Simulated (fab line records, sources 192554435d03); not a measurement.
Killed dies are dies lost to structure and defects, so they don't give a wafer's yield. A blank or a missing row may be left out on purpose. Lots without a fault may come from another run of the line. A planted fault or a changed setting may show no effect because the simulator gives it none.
Chamber matching | flow n5_finfet | N5_BEOL_M8_ETCH_62 on rie_diel-06: 4 sister chambers
The step etches SOC in N2/H2, target depth 110 nm, overetch 22 nm, time 165 s. 4 wafers are shown with their chamber, then 8 later ones without.

WAFERS WITH THEIR CHAMBER
wafer  | chamber | showerhead_plenum_p_Torr (Torr)
L083.6 | 0       | 2.69
L086.2 | 1       | 2.59
L090.4 | 3       | 2.53
L091.3 | 2       | 2.48

WAFERS WITHOUT THEIR CHAMBER
wafer  | showerhead_plenum_p_Torr (Torr)
L091.4 | 2.53
L091.6 | 2.58
L095.2 | 2.67
L095.5 | 2.48
L095.6 | 2.58
L097.2 | 2.53
L097.5 | 2.58
L097.6 | 2.67

WHICH CHAMBER EACH WENT THROUGH
wafer  | from the rows above | in truth
L091.4 | 3                   | 3
L091.6 | 1                   | 1
L095.2 | 0                   | 0
L095.5 | 2                   | 2
L095.6 | 1                   | 1
L097.2 | 3                   | 3
L097.5 | 1                   | 1
L097.6 | 0                   | 0
Placed correctly: 8 of 8. Can't be placed from these rows: 0. Placed wrongly: 0.
How it was worked out, from the rows above alone: a wafer's distance from a chamber is the root of the sum, over the readings, of the square of ((its reading less the chamber's mean) divided by the reading's scatter). The wafer belongs to the nearest chamber; if the next one is less than 2 further off, it can't be placed. A chamber's mean is the mean of its shown wafers. The scatter: with one shown wafer a chamber, the root of the mean of the squares of how far each hidden wafer lies from its nearest shown one.
